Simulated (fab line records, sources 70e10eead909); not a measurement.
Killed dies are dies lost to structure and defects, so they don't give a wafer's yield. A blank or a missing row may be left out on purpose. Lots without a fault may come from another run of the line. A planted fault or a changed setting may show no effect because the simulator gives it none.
Chamber matching | flow nand_harc | NHARC_P_M0_CMP_23 on cmp-04: 4 sister chambers
The step polishes, t overpolish 20 s, target thk 117.54 nm. 4 wafers are shown with their chamber, then 7 later ones without.

WAFERS WITH THEIR CHAMBER
wafer  | chamber | time_to_endpoint_s (s)
L089.2 | 3       | 27
L090.3 | 0       | 32
L095.1 | 2       | 33
L095.4 | 1       | 23

WAFERS WITHOUT THEIR CHAMBER
wafer  | time_to_endpoint_s (s)
L095.5 | 23
L096.4 | 22
L096.5 | 20
L096.6 | 30
L097.1 | 30
L097.3 | 25
L097.4 | 30

WHICH CHAMBER EACH WENT THROUGH
wafer  | from the rows above          | in truth
L095.5 | 1                            | 1
L096.4 | 1                            | 1
L096.5 | 1                            | 1
L096.6 | can't be placed: 0 or 2 or 3 | 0
L097.1 | can't be placed: 0 or 2 or 3 | 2
L097.3 | can't be placed: 1 or 3      | 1
L097.4 | can't be placed: 0 or 2 or 3 | 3
Placed correctly: 3 of 7. Can't be placed from these rows: 4 (the true chamber is among the candidates in 4). Placed wrongly: 0.
How it was worked out, from the rows above alone: a wafer's distance from a chamber is the root of the sum, over the readings, of the square of ((its reading less the chamber's mean) divided by the reading's scatter). The wafer belongs to the nearest chamber; if the next one is less than 2 further off, it can't be placed. A chamber's mean is the mean of its shown wafers. The scatter: with one shown wafer a chamber, the root of the mean of the squares of how far each hidden wafer lies from its nearest shown one.
